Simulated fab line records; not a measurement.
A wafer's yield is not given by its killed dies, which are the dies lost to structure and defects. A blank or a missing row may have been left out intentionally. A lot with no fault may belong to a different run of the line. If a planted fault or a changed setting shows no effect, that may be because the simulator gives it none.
Split-lot experiment    flow n5-finfet    21 wafers read from 7 lots, route of 1938 steps

== ABOUT THE SPLIT ==
At N5_BEOL_M11_EXPOSE_08 (exposes mask M11), the setting dose-mj was moved away from the recipe's 53.75 on 7 of the 21 wafers read, by -2.0% to +6.8%. For the rest of the wafers, this setting stayed at what the recipe calls for.

== FROM THE SPLIT TO THE READING: what the file shows between them, 2 steps ==
- N5_BEOL_M11_PEB_09: peb time 60 s
- N5_BEOL_M11_DEVELOP_10: develop time 30 s

== THE READING ==
cd-nm (nm) at N5_BEOL_M11_CD_MEAS_11, where the cd target is 64.1 nm. On this fab line, fault-free wafers typically give 64.1 nm with a standard deviation of 0.61 nm.

wafer   tool, chamber at the split  dose-mj as run  against the recipe  cd-nm, nm  against lot-mates on the recipe
L075.1  arfi-scanner-01, 0          53.75           recipe              63.3       -
L075.3  arfi-scanner-01, 0          55.43           +3.1%               66.6       +3.3
L075.4  arfi-scanner-01, 0          55.43           +3.1%               66.1       +2.8
L084.3  arfi-scanner-03, 0          53.75           recipe              63.9       -
L084.4  arfi-scanner-03, 0          53.75           recipe              63.7       -
L084.6  arfi-scanner-03, 0          53.75           recipe              63.4       -
L083.1  arfi-scanner-03, 0          53.75           recipe              64.2       -
L083.2  arfi-scanner-03, 0          53.75           recipe              63.9       -
L083.6  arfi-scanner-03, 0          53.75           recipe              64.5       -
L089.1  arfi-scanner-02, 0          52.66           -2.0%               63.6       +0.0
L089.2  arfi-scanner-02, 0          52.66           -2.0%               63.2       -0.4
L089.4  arfi-scanner-02, 0          53.75           recipe              63.6       -
L091.4  arfi-scanner-03, 0          53.75           recipe              63.5       -
L091.5  arfi-scanner-03, 0          53.75           recipe              64.3       -
L091.6  arfi-scanner-03, 0          53.75           recipe              62.8       -
L095.3  arfi-scanner-03, 0          53.75           recipe              63.8       -
L095.4  arfi-scanner-03, 0          55.85           +3.9%               65.6       +2.1
L095.5  arfi-scanner-03, 0          53.75           recipe              63.2       -
L097.2  arfi-scanner-01, 0          57.39           +6.8%               68.5       +3.4
L097.4  arfi-scanner-01, 0          53.75           recipe              65.1       -
L097.5  arfi-scanner-01, 0          57.39           +6.8%               68.4       +3.3

FIT RESULTS
A straight line over all 21 wafers: cd-nm changes by +0.629 nm for each +1% of dose-mj; r = +0.93; the points scatter about the line by 0.62 nm.
The same after taking each lot's own level away (the mean of its wafers on the recipe; 21 wafers): +0.515 nm for each +1%; r = +0.91; scatter 0.59 nm.
The reading moves by 3.5 nm for the largest change in dose-mj, on that fit.
The lots' own levels span 63.30 to 65.10 nm, that is 3.0 times the standard deviation above.
So the slope is not independent of the lot-to-lot level: the two fits are not the same.
Check: with one of the wafers moved furthest among these (+6.8%) left out of the fit, the line predicts +3.85 nm for it against its lot-mates. Against them it came out at +3.4 nm.

== THE OTHER SPLITS THESE WAFERS WENT THROUGH ==
Note: prior to the reading, these wafers also went through further splits. Each is held against what the fit with the lots' levels taken away leaves over:
other split on the same wafers  wafers away from the commonest value  r with cd-nm (lot level and that fit taken away)
N5_BEOL_M10_EXPOSE_08 dose-mj   7                                     +0.31

== THE WHOLE CHAIN: every reading that the file lists as answering this split, in the file's order ==
step                    what it does                                        reading                                                                 change (the file's fit)                r (the file's)
N5_BEOL_M11_CD_MEAS_11  target cd 64.1 nm                                   cd-nm                                                                   +0.545 nm for each +1% of the setting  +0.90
N5_BEOL_M11_ETCH_61     etches SiARC in CF4, target depth 39 nm, time 65 s  BEOL_M11.cd-offset-nm (the simulator's own value, which no gauge read)  +0.48 nm for each +1% of the setting   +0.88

== THE FILE'S OWN FIT ==
cd-nm changes by +0.545 nm for each +1% of dose-mj, r = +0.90.
